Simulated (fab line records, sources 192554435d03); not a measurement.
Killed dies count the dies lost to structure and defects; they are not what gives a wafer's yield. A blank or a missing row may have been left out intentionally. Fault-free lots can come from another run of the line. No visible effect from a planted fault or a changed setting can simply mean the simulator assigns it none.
fab line records	flow n5_finfet
record lots=6	wafers=18	last_day=18
route steps=1938 shown BEOL_M13@1661 PASSIVATION@1936
lots that met no fault: taken from a fault-free run of the same line
start_h: the number of hours between the record's first day and the start of the first shown wafer of the lot	wait_h: time in hours since the lot's previous step	" same as the row above	L1.1+2: a row that stands for several wafers	- no value, or no start given	* or withheld: withheld	< > ~ a bound
route shown NAME@n: NAME is a module with steps in the file, n the number in the route of the first one	usual: average and standard deviation across the fault-free wafers	same: alike in all rows	chamber/n: place in a boat	sites: per-site readings	_std_site: standard deviation of those values	_edge_site: the outer-site mean with the inner-site mean subtracted	radius_mm: for every site, how far away it sits from the centre of the wafer	mask NAME#n: copy n	behind: the tool/chamber that last shaped the wafer	hold: reason for holding the lot/hours on hold/outcome of the hold	device: the n, p or np transistor that did not switch	end of line: tests run on the same wafers once the route is complete	where a step has no rows: the recipe by itself	killed: at the first sort, the dies lost to defects and structure; wafer yield is something else	map: dies across one wafer; x = killed, . = not, _ = none there
set.NAME: the setting the step ran with; set.NAME@STEP: the setting that earlier step ran with	model.NAME: the simulator's own value behind a step, which no gauge read
certain route steps with their lots: each step a table, each wafer a row
services: the hour from which a tool's chamber was out of use, counted from the record's first day as start_h (under 0 if before that day), plus the number of hours and why
## steps
# step N5_BEOL_M13_COAT_58
# recipe resist=BARC	temp_c=205	time_s=60	spin_rpm=1500	resist_thk_nm=89
# step N5_BEOL_M13_COAT_04
# recipe spin_rpm=1625	resist_thk_nm=400
# step N5_BEOL_M13_EBR_06
# recipe solvent=PGMEA	ebr_width_mm=1.5
# step N5_BEOL_M13_SOFTBAKE_05
# recipe temp_c=130	time_s=60
# step N5_BEOL_M13_EXPOSE_07
# recipe mask_id=V12	na=0.93	source_shape=conventional	sigma_outer=0.6	polarization=unpolarized	attpsm_phase_deg=180	dose_mj=24.8
# step N5_BEOL_M13_PEB_08
# recipe peb_temp_c=130	peb_time_s=90
# step N5_BEOL_M13_DEVELOP_09
# recipe develop_time_s=45	rinse_liquid=diw	dry=air_spin	dev_temp_c=21
# step N5_BEOL_M13_HARDBAKE_14
# recipe temp_c=130	time_s=120
# step N5_BEOL_M13_CD_MEAS_10
# recipe target_cd_nm=190	landing_energy_ev=500	detector=se_inlens	polarity=opening
# usual cd_nm=190.2/1
lot.wafer	tool	chamber	start_h	wait_h	cd_nm
L198.2	cd_sem-01	0	324.61	-	190.6
L198.3	"	0	"	"	191.0
L198.5	"	0	"	"	188.6
L199.1	cd_sem-01	0	335.41	-	190.8
L199.4	"	0	"	"	191.4
L199.6	"	0	"	"	190.1
L207.1	cd_sem-01	0	375.63	-	190.2
L207.3	"	0	"	"	189.1
L207.6	"	0	"	"	191.1
L206.1	cd_sem-01	0	376.08	-	190.6
L206.5	"	0	"	"	189.0
L206.6	"	0	"	"	190.1
L208.1	cd_sem-03	0	378.26	-	190.5
L208.5	"	0	"	"	191.0
L208.6	"	0	"	"	190.6
L210.2	cd_sem-02	0	408.56	-	189.9
L210.4	"	0	"	"	188.7
L210.5	"	0	"	"	189.2
# step N5_BEOL_M13_OVL_MEAS_11
# recipe points_per_wafer=44
# usual V12_OVL=1/4.8
lot.wafer	tool	chamber	start_h	wait_h	V12_OVL[nm]
L198.2	overlay-02	0	324.64	0.0	1
L198.3	"	0	"	"	-1
L198.5	"	0	"	"	-4
L199.1	overlay-02	0	335.44	0.0	1
L199.4	"	0	"	"	4
L199.6	"	0	"	"	-3
L207.1	overlay-01	0	375.66	0.0	-2
L207.3	"	0	"	"	0
L207.6	"	0	"	"	-4
L206.1	overlay-02	0	376.11	0.0	0
L206.5	"	0	"	"	0
L206.6	"	0	"	"	8
L208.1	overlay-01	0	378.29	0.0	3
L208.5	"	0	"	"	2
L208.6	"	0	"	"	0
L210.2	overlay-01	0	408.59	0.0	-3
L210.4	"	0	"	"	-3
L210.5	"	0	"	"	3
# step N5_BEOL_M13_INSPECT_12
# recipe mode=adi	inspect_instrument=macro
# usual raw_defect_count=1.9/1.5
lot.wafer	tool	chamber	start_h	wait_h	raw_defect_count
L198.2	defect_inspect-02	-	324.66	0.0	1
L198.3	"	-	"	"	0
L198.5	"	-	"	"	0
L199.1	defect_inspect-01	-	335.46	0.0	1
L199.4	"	-	"	"	3
L199.6	"	-	"	"	3
L207.1	defect_inspect-02	-	375.68	0.0	2
L207.3	"	-	"	"	1
L207.6	"	-	"	"	1
L206.1	defect_inspect-02	-	376.14	0.0	1
L206.5	"	-	"	"	0
L206.6	"	-	"	"	2
L208.1	defect_inspect-02	-	378.32	0.0	3
L208.5	"	-	"	"	2
L208.6	"	-	"	"	1
L210.2	defect_inspect-02	-	408.61	0.0	2
L210.4	"	-	"	"	1
L210.5	"	-	"	"	1
# step N5_BEOL_M13_DESCUM_15
# recipe chemistry=O2	time_s=7.9	source_power_w=50	bias_power_w=20	pressure_mtorr=20	rf_frequency_hz=2.712e+07	temp_c=40	o2_flow_sccm=225
# usual drypump_motor_current_A=5.8/0.57	oes_product_au=0.80/0.079	rf_vpp_V=242.7/1.2	showerhead_plenum_p_Torr=2.07/0.063	throttle_valve_pct=20.35/0.23
lot.wafer	tool	chamber	start_h	wait_h	drypump_motor_current_A	oes_product_au	rf_hours_counter_h	rf_vpp_V	showerhead_plenum_p_Torr	throttle_valve_pct
L198.2	rie_diel-02	3	324.70	0.0	4.7	0.77	107	242.5	2.01	20.13
L198.3	"	0	"	"	5.8	0.77	135	243.6	2.11	20.13
L198.5	"	2	"	"	6.1	0.78	-	243.7	2.11	20.57
L199.1	rie_diel-02	0	335.50	0.0	5.8	0.78	138	242.7	2.11	20.14
L199.4	"	3	"	"	4.7	0.79	110	242.0	2.01	20.15
L199.6	"	2	"	"	6.1	0.77	-	242.2	2.11	20.56
L207.1	rie_diel-06	1	375.72	0.0	5.3	0.76	154	242.7	2.01	20.52
L207.3	"	3	"	"	5.8	0.75	167	242.4	2.01	20.70
L207.6	"	0	"	"	6.2	0.93	-	244.6	2.05	19.92
L206.1	rie_diel-02	3	376.28	0.1	4.7	0.76	123	241.3	2.01	20.15
L206.5	"	3	"	"	4.7	0.77	-	242.8	2.01	20.17
L206.6	"	2	"	"	6.1	0.76	-	243.1	2.11	20.59
L208.1	rie_diel-05	3	378.35	0.0	5.8	0.71	203	244.4	2.18	20.25
L208.5	"	0	"	"	5.0	0.72	-	245.0	2.16	20.33
L208.6	"	3	"	"	5.8	0.71	-	243.7	2.18	20.26
L210.2	rie_diel-06	2	408.64	0.0	6.6	0.88	45	242.8	2.04	20.40
L210.4	"	0	"	"	6.2	0.91	31	243.7	2.05	19.95
L210.5	"	0	"	"	6.2	0.91	-	242.8	2.05	19.95
# step N5_BEOL_M13_ETCH_59
# recipe chemistry=N2/H2	target=BARC	target_depth_a=890	overetch_a=267	time_s=67.9	ion_energy_ev=200	pressure_mtorr=30	source_w=840	bias_w=150	n2_flow_sccm=200	h2_flow_sccm=200
# usual drypump_motor_current_A=5.8/0.57	oes_product_au=0.68/0.064	rf_vpp_V=523.1/2.1	run_length_s=91.4/0.54	showerhead_plenum_p_Torr=2.51/0.075	throttle_valve_pct=17.76/0.19
lot.wafer	tool	chamber	start_h	wait_h	drypump_motor_current_A	oes_product_au	rf_hours_counter_h	rf_vpp_V	run_length_s	showerhead_plenum_p_Torr	throttle_valve_pct	model.coat_of_BEOL_M13_COAT_04.thk_nm
L198.2	rie_diel-02	3	324.73	0.0	4.7	0.66	107	521.0	90.4	2.46	17.64	318.2
L198.3	"	0	"	"	5.8	0.67	135	523.4	92.0	2.54	17.47	319
L198.5	"	2	"	"	6.1	0.66	-	524.1	91.7	2.56	17.94	318.4
L199.1	rie_diel-02	0	335.53	0.0	5.7	0.77	138	524.5	79.2	2.54	17.51	329.4
L199.4	"	3	"	"	4.7	0.78	110	523.0	78.2	2.46	17.71	327.4
L199.6	"	2	"	"	6.1	0.77	-	524.5	78.7	2.56	17.99	326.6
L207.1	rie_diel-06	1	375.75	0.0	5.2	0.65	154	520.8	91.6	2.44	17.88	318.6
L207.3	"	3	"	"	5.8	0.64	167	520.4	91.1	2.43	18.09	319
L207.6	"	0	"	"	6.2	0.78	-	522.2	91.3	2.50	17.50	315.6
L206.1	rie_diel-02	3	376.31	0.0	4.7	0.76	123	520.8	78.1	2.45	17.70	330.2
L206.5	"	3	"	"	4.7	0.76	-	520.3	77.8	2.45	17.69	333
L206.6	"	2	"	"	6.1	0.76	-	522.9	79.2	2.55	18.01	331.6
L208.1	rie_diel-05	3	378.38	0.0	5.8	0.61	203	526.1	91.6	2.63	17.66	318.8
L208.5	"	0	"	"	5.1	0.62	-	527.1	92.3	2.63	17.77	319.8
L208.6	"	3	"	"	5.8	0.62	-	526.4	91.6	2.63	17.64	319.8
L210.2	rie_diel-06	2	408.68	0.0	6.5	0.75	45	521.3	91.8	2.48	17.75	319.2
L210.4	"	0	"	"	6.2	0.77	31	521.4	91.2	2.50	17.51	313.6
L210.5	"	0	"	"	6.2	0.78	-	523.0	91.7	2.50	17.51	315.2
# step N5_BEOL_M13_VIA_ETCH_16
# recipe chemistry=C4F8/O2/Ar	target=SiOC	pressure_mtorr=30	source_w=3000	bias_w=700	Ar_flow_sccm=400	C4F8_flow_sccm=15	O2_flow_sccm=8	he_inner_torr=15	he_outer_torr=30	target_depth_a=9217	time_s=withheld	ion_energy_ev=250	ends=cleared
# usual C4F8_flow_sccm=15.01/0.043	drypump_motor_current_A=5.8/0.57	oes_product_au=0.72/0.071	rf_vpp_V=664.4/2.7	showerhead_plenum_p_Torr=3.38/0.096	throttle_valve_pct=24.08/0.22
lot.wafer	tool	chamber	start_h	wait_h	C4F8_flow_sccm	drypump_motor_current_A	oes_product_au	rf_vpp_V	showerhead_plenum_p_Torr	throttle_valve_pct	model.coat_of_BEOL_M13_COAT_04.thk_nm
L198.2	rie_diel-02	3	324.78	0.0	15.05	4.7	0.71	662.3	3.29	23.87	72.2
L198.3	"	0	"	"	15.01	5.8	0.71	665.2	3.44	23.88	74.6
L198.5	"	2	"	"	15.08	6.1	0.70	667.0	3.45	24.36	70.2
L199.1	rie_diel-02	0	335.58	0.0	15.07	5.8	0.69	665.5	3.44	23.91	81.6
L199.4	"	3	"	"	15.03	4.7	0.70	661.5	3.29	23.89	75.4
L199.6	"	2	"	"	15.00	6.1	0.69	666.2	3.44	24.35	76.2
L207.1	rie_diel-06	1	375.81	0.0	14.98	5.2	0.68	662.2	3.28	24.17	74.6
L207.3	"	3	"	"	15.07	5.8	0.66	661.6	3.28	24.44	76.2
L207.6	"	0	"	"	14.96	6.2	0.83	662.9	3.36	23.74	70
L206.1	rie_diel-02	3	376.37	0.0	14.94	4.8	0.69	660.9	3.28	23.89	87.4
L206.5	"	3	"	"	14.96	4.7	0.70	661.4	3.28	23.88	88.2
L206.6	"	2	"	"	15.01	6.1	0.68	667.5	3.44	24.37	82.2
L208.1	rie_diel-05	3	378.44	0.0	14.97	5.8	0.63	668.8	3.51	23.85	71.6
L208.5	"	0	"	"	15.01	5.0	0.64	669.1	3.52	24.03	69.4
L208.6	"	3	"	"	15.03	5.8	0.63	669.3	3.51	23.83	68
L210.2	rie_diel-06	2	408.73	0.0	15.05	6.6	0.80	661.6	3.33	24.11	73.4
L210.4	"	0	"	"	15.02	6.2	0.81	663.7	3.35	23.77	63.2
L210.5	"	0	"	"	14.97	6.2	0.81	664.4	3.36	23.76	65.6
# step N5_BEOL_M13_STRIP_63
# recipe chemistry=N2/H2	power_w=1000	temp_c=250	h2_frac=0.65	overash_fraction=0.3	pressure_mtorr=1000	n2_flow_sccm=1750	h2_flow_sccm=3250
# usual drypump_motor_current_A=5.7/0.51	heater_power_w=358/49	oes_product_au=0.674/0.0051	strip_time_to_endpoint_s=27.9/0.97
lot.wafer	tool	chamber	start_h	wait_h	drypump_motor_current_A	heater_power_w	oes_product_au	rf_hours_counter_h	strip_time_to_endpoint_s
L198.2	plasma_asher-02	1	325.02	-	5.8	408	0.676	81	28.4
L198.3	"	1	"	"	5.8	401	0.675	-	29.0
L198.5	"	0	"	"	5.1	341	0.663	-	27.7
L199.1	plasma_asher-02	0	335.87	-	5.1	347	0.676	83	31.0
L199.4	"	1	"	"	5.8	419	0.685	-	29.2
L199.6	"	1	"	"	5.9	411	0.679	-	29.4
L207.1	plasma_asher-01	1	376.04	-	6.5	358	0.680	150	29.0
L207.3	"	1	"	"	6.5	361	0.682	-	29.5
L207.6	"	1	"	"	6.5	361	0.674	-	27.6
L206.1	plasma_asher-02	0	376.60	-	5.1	354	0.673	93	32.7
L206.5	"	1	"	"	5.9	408	0.687	-	32.9
L206.6	"	0	"	"	5.1	338	0.678	-	31.2
L208.1	plasma_asher-02	0	378.67	-	5.1	348	0.678	94	28.1
L208.5	"	1	"	"	5.9	402	0.670	-	27.5
L208.6	"	0	"	"	5.1	351	0.676	-	27.0
L210.2	plasma_asher-01	1	408.97	-	6.5	352	0.681	156	28.7
L210.4	"	0	"	"	6.0	268	0.672	-	25.6
L210.5	"	0	"	"	6.0	265	0.673	-	26.4
# step N5_BEOL_M13_STRIP_64
# recipe chemistry=N2/H2	power_w=1000	temp_c=250	h2_frac=0.65	overash_fraction=0.3	pressure_mtorr=withheld	n2_flow_sccm=1750	h2_flow_sccm=3250
# usual drypump_motor_current_A=5.7/0.5	heater_power_w=359/50	oes_product_au=0.715/0.0044	strip_time_to_endpoint_s=31.36/0.075
lot.wafer	tool	chamber	start_h	wait_h	drypump_motor_current_A	heater_power_w	oes_product_au	rf_hours_counter_h	strip_time_to_endpoint_s
L198.2	plasma_asher-02	1	325.08	0.0	5.8	413	0.714	81	31.41
L198.3	"	1	"	"	5.9	411	0.711	-	31.41
L198.5	"	0	"	"	5.1	344	0.716	-	31.36
L199.1	plasma_asher-02	0	335.93	0.0	5.1	348	0.716	83	31.40
L199.4	"	1	"	"	5.9	416	0.718	-	31.35
L199.6	"	1	"	"	5.8	416	0.712	-	31.33
L207.1	plasma_asher-01	1	376.10	0.0	6.5	349	0.712	150	31.44
L207.3	"	1	"	"	6.5	358	0.716	-	31.44
L207.6	"	1	"	"	6.5	356	0.710	-	31.39
L206.1	plasma_asher-02	0	376.66	0.0	5.1	358	0.719	93	31.36
L206.5	"	1	"	"	5.8	416	0.708	-	31.31
L206.6	"	0	"	"	5.1	340	0.716	-	31.36
L208.1	plasma_asher-02	0	378.73	0.0	5.1	345	0.717	94	31.28
L208.5	"	1	"	"	5.9	425	0.715	-	31.20
L208.6	"	0	"	"	5.1	350	0.708	-	31.22
L210.2	plasma_asher-01	1	409.03	0.0	6.5	358	0.724	156	31.44
L210.4	"	0	"	"	6.0	270	0.718	-	31.55
L210.5	"	0	"	"	6.1	275	0.723	-	31.52
# step N5_PASSIVATION_PROBE_49
# usual defect_limited_yield=91.1/1.5	killed_at_M0_to_M3=36/11	killed_at_M4_up=14/5.6	killed_at_contacts=11/5.6	killed_at_front_end=40/12	killed_at_other=4/3.2	killed_dies=105/17	killed_on_rim=14/3.4	killed_open=69/12	killed_short=34/8.4	sort_bin_5_function=5.2/0.95	sort_bin_6_memory=3.3/0.63	sort_n_pass=1075/17	sort_yield_pct=91.1/1.5
# same gross_dies=1180	killed_at_back_side=0	sort_bin_4_leakage[%]=0	sort_bin_8_speed[%]=0
lot.wafer	tool	chamber	start_h	wait_h	defect_limited_yield[%]	killed_at_M0_to_M3	killed_at_M4_up	killed_at_contacts	killed_at_front_end	killed_at_other	killed_dies	killed_on_rim	killed_open	killed_short	sort_bin_5_function[%]	sort_bin_6_memory[%]	sort_n_pass	sort_yield_pct[%]
L198.2	prober-02	-	357.46	0.1	92.2	31	10	9	41	1	92	11	53	37	4.0	3.6	1088	92.2
L198.3	prober-02	-	357.51	0.1	89.7	48	11	7	55	1	122	21	69	43	5.8	3.6	1058	89.7
L198.5	prober-02	-	357.61	0.2	91.4	31	11	13	41	6	102	19	72	24	4.9	2.9	1078	91.4
L199.1	prober-01	-	367.42	0.0	90.2	33	23	11	46	3	116	11	72	43	5.8	3.5	1064	90.2
L199.4	prober-01	-	367.57	0.2	90.4	64	11	6	27	5	113	14	77	36	5.3	4.2	1067	90.4
L199.6	prober-01	-	367.67	0.3	94.1	35	7	7	20	1	70	9	55	14	3.1	2.5	1110	94.1
L207.1	prober-01	-	412.49	0.0	90.5	54	16	10	25	7	112	12	74	36	5.8	3.2	1068	90.5
L207.3	prober-01	-	412.59	0.1	91.0	36	18	9	38	5	106	17	64	35	5.3	3.2	1074	91.0
L207.6	prober-01	-	412.74	0.3	89.2	49	11	13	55	0	128	16	80	46	6.5	3.6	1052	89.2
L208.1	prober-02	-	413.11	0.0	89.4	53	7	20	36	9	125	16	77	48	6.5	3.4	1055	89.4
L208.5	prober-02	-	413.31	0.2	91.8	27	14	10	46	0	97	18	65	28	4.4	3.3	1083	91.8
L208.6	prober-02	-	413.36	0.3	91.3	39	14	12	37	1	103	12	68	35	5.6	2.9	1077	91.3
L206.1	prober-01	-	414.45	0.0	90.3	42	23	12	30	7	114	17	78	35	5.9	3.3	1066	90.3
L206.5	prober-01	-	414.65	0.2	91.5	37	15	12	35	1	100	11	65	29	5.1	2.8	1080	91.5
L206.6	prober-01	-	414.70	0.3	90.9	29	21	19	35	3	107	18	74	31	5.6	3.1	1073	90.9
L210.2	prober-02	-	443.33	0.1	89.9	40	21	23	33	2	119	14	78	40	6.6	3.3	1061	89.9
L210.4	prober-02	-	443.43	0.2	91.5	45	11	11	29	4	100	11	75	24	4.8	3.6	1080	91.5
L210.5	prober-02	-	443.48	0.2	92.4	29	19	8	32	2	90	13	63	27	4.2	3.1	1090	92.4
# killed by level:class
L198.2 FIN_SAQP:geometric_particle:short=10 FIN_SAQP:geometric_particle:open=10 BEOL_M0_SAQP:geometric_particle:open=8 DUMMY_GATE:geometric_particle:open=6 MOL_CONTACT_COAG:geometric_particle:open=5 BEOL_M0_SAQP:geometric_particle:short=5 BEOL_M1:geometric_particle:open=5 BEOL_M2:geometric_particle:open=5
L198.3 BEOL_M3:geometric_particle:open=16 BEOL_M0_SAQP:geometric_particle:short=11 FIN_SAQP:geometric_particle:short=9 HKMG_FIN:area_etch=9 FIN_SAQP:geometric_particle:open=7 BEOL_M0_SAQP:geometric_particle:open=7 GATE_CUT:geometric_particle:short=6 MOL_CONTACT_COAG:geometric_particle:open=6
L198.5 FIN_SAQP:geometric_particle:open=10 STI_FIN_REVEAL:geometric_particle:open=10 MOL_CONTACT_COAG:geometric_particle:open=10 BEOL_M0_SAQP:geometric_particle:short=8 BEOL_M0_SAQP:geometric_particle:open=8 BEOL_M4:geometric_particle:open=7 BEOL_M1:geometric_particle:open=6 HKMG_FIN:area_etch=5
L199.1 FIN_SAQP:geometric_particle:short=12 MOL_CONTACT_COAG:geometric_particle:open=10 FIN_SAQP:geometric_particle:open=9 BEOL_M3:geometric_particle:open=9 BEOL_M0_SAQP:geometric_particle:short=7 BEOL_M4:geometric_particle:open=7 BEOL_M2:geometric_particle:open=6 BEOL_M4:geometric_particle:short=5
L199.4 BEOL_M3:geometric_particle:open=13 BEOL_M2:geometric_particle:open=12 BEOL_M1:geometric_particle:open=10 BEOL_M0_SAQP:geometric_particle:short=10 FIN_SAQP:geometric_particle:open=9 FIN_SAQP:geometric_particle:short=8 BEOL_M0_SAQP:geometric_particle:open=6 MOL_CONTACT_COAG:geometric_particle:open=5
L199.6 BEOL_M1:geometric_particle:open=10 BEOL_M2:geometric_particle:open=8 MOL_CONTACT_COAG:geometric_particle:open=7 STARTING-WAFER:geometric_particle:open=5 BEOL_M0:geometric_particle:open=4 BEOL_M3:geometric_particle:open=4 FIN_CUT:geometric_particle:open=3 BEOL_M0_SAQP:geometric_particle:short=3
L207.1 BEOL_M0_SAQP:geometric_particle:open=13 BEOL_M1:geometric_particle:open=11 BEOL_M3:geometric_particle:open=8 FIN_SAQP:geometric_particle:open=7 BEOL_M0_SAQP:geometric_particle:short=7 MOL_CONTACT_COAG:geometric_particle:open=7 BEOL_M4:geometric_particle:open=7 BEOL_M2:geometric_particle:short=4
L207.3 FIN_SAQP:geometric_particle:short=12 MOL_CONTACT_COAG:geometric_particle:open=9 BEOL_M2:geometric_particle:open=9 FIN_SAQP:geometric_particle:open=8 BEOL_M0_SAQP:geometric_particle:short=7 BEOL_M0_SAQP:geometric_particle:open=7 BEOL_M3:geometric_particle:open=5 SPACER0:geometric_particle:open=4
L207.6 BEOL_M0_SAQP:geometric_particle:short=20 FIN_SAQP:geometric_particle:open=15 BEOL_M0_SAQP:geometric_particle:open=14 MOL_CONTACT_COAG:geometric_particle:open=11 FIN_SAQP:geometric_particle:short=10 STI_FIN_REVEAL:geometric_particle:open=7 BEOL_M1:geometric_particle:open=5 BEOL_M4:geometric_particle:open=5
L208.1 MOL_CONTACT_COAG:geometric_particle:open=13 BEOL_M0_SAQP:geometric_particle:short=12 BEOL_M2:geometric_particle:open=10 FIN_SAQP:geometric_particle:open=9 BEOL_M1:geometric_particle:open=8 DUMMY_GATE:geometric_particle:open=7 MOL_CONTACT_COAG:geometric_particle:short=7 BEOL_M3:geometric_particle:short=6
L208.5 FIN_SAQP:geometric_particle:open=13 MOL_CONTACT_COAG:geometric_particle:open=10 FIN_SAQP:geometric_particle:short=7 BEOL_M0_SAQP:geometric_particle:open=7 BEOL_M1:geometric_particle:open=6 BEOL_M2:geometric_particle:open=6 BEOL_M0_SAQP:geometric_particle:short=5 DUMMY_GATE:geometric_particle:open=4
L208.6 BEOL_M1:geometric_particle:open=15 FIN_SAQP:geometric_particle:open=10 MOL_CONTACT_COAG:geometric_particle:open=7 BEOL_M2:geometric_particle:open=7 DUMMY_GATE:geometric_particle:open=6 STI_FIN_REVEAL:geometric_particle:open=5 MOL_CONTACT_COAG:geometric_particle:short=5 BEOL_M5:geometric_particle:open=5
L206.1 BEOL_M4:geometric_particle:open=12 MOL_CONTACT_COAG:geometric_particle:open=11 BEOL_M0_SAQP:geometric_particle:open=11 BEOL_M0_SAQP:geometric_particle:short=10 FIN_SAQP:geometric_particle:open=9 FIN_SAQP:geometric_particle:short=8 BEOL_M3:geometric_particle:open=6 BEOL_M1:geometric_particle:open=5
L206.5 BEOL_M0_SAQP:geometric_particle:open=12 BEOL_M0_SAQP:geometric_particle:short=12 STI_FIN_REVEAL:geometric_particle:open=9 MOL_CONTACT_COAG:geometric_particle:open=9 DUMMY_GATE:geometric_particle:open=7 BEOL_M1:geometric_particle:open=5 BEOL_M2:geometric_particle:open=4 BEOL_M4:geometric_particle:open=4
L206.6 MOL_CONTACT_COAG:geometric_particle:open=14 BEOL_M4:geometric_particle:open=14 FIN_SAQP:geometric_particle:open=10 BEOL_M0_SAQP:geometric_particle:open=7 MOL_CONTACT_COAG:geometric_particle:short=5 BEOL_M0_SAQP:geometric_particle:short=5 DUMMY_GATE:geometric_particle:open=4 BEOL_M1:geometric_particle:open=4
L210.2 BEOL_M2:geometric_particle:open=14 MOL_CONTACT_COAG:geometric_particle:open=13 MOL_CONTACT_COAG:geometric_particle:short=10 BEOL_M4:geometric_particle:open=9 BEOL_M3:geometric_particle:open=8 FIN_SAQP:geometric_particle:open=7 FIN_SAQP:geometric_particle:short=5 GATE_CUT:geometric_particle:short=5
L210.4 BEOL_M2:geometric_particle:open=18 MOL_CONTACT_COAG:geometric_particle:open=10 BEOL_M0_SAQP:geometric_particle:open=9 BEOL_M0_SAQP:geometric_particle:short=7 FIN_SAQP:geometric_particle:short=5 STI_FIN_REVEAL:geometric_particle:open=4 BEOL_M4:geometric_particle:open=4 FIN_SAQP:geometric_particle:open=3
L210.5 BEOL_M4:geometric_particle:open=10 BEOL_M2:geometric_particle:open=9 FIN_SAQP:geometric_particle:open=8 FIN_SAQP:geometric_particle:short=6 MOL_CONTACT_COAG:geometric_particle:open=6 DUMMY_GATE:geometric_particle:open=4 BEOL_M1:geometric_particle:open=4 BEOL_M2:geometric_particle:short=4
## services
tool	chamber	start_h	hours	kind
rie_diel-02	-	306.21	0.9	repair
plasma_asher-02	-	310.20	14.6	pm
rie_diel-05	-	311.94	4.3	pm
rie_diel-06	0	313.92	13.7	repair
plasma_asher-02	-	332.58	3.2	repair
rie_diel-05	-	332.69	0.7	repair
plasma_asher-01	-	336.00	15.6	pm
rie_diel-06	0	386.48	5.5	repair
rie_diel-02	2	401.27	1.5	repair
plasma_asher-02	-	403.43	2.2	repair
## key
first_sign step=N5_BEOL_M13_ETCH_59	reading=run_length_s	direction=down	sigmas=24	usual=*	struck=*
effect step=N5_BEOL_M13_STRIP_63	reading=strip_time_to_endpoint_s	direction=up	sigmas=3.2	usual=*	struck=*
model_effect step=N5_BEOL_M13_ETCH_59	value=coat_of_BEOL_M13_COAT_04.thk_nm	without=318.1	struck=329.7
model_effect step=N5_BEOL_M13_VIA_ETCH_16	value=coat_of_BEOL_M13_COAT_04.thk_nm	without=70.17	struck=81.83
met_at N5_BEOL_M13_ETCH_59
struck_wafers L199.1,L199.4,L199.6,L206.1,L206.5,L206.6
onset_between 324.73 335.53
fault kind=process_parameter_drift	tool=rie_diel-02	chamber=-	onset_h=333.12	steps=N5_BEOL_M13_ETCH_59	channel=time_s	offset=*	shape=step	end_h=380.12	acts_in=*	stated=*
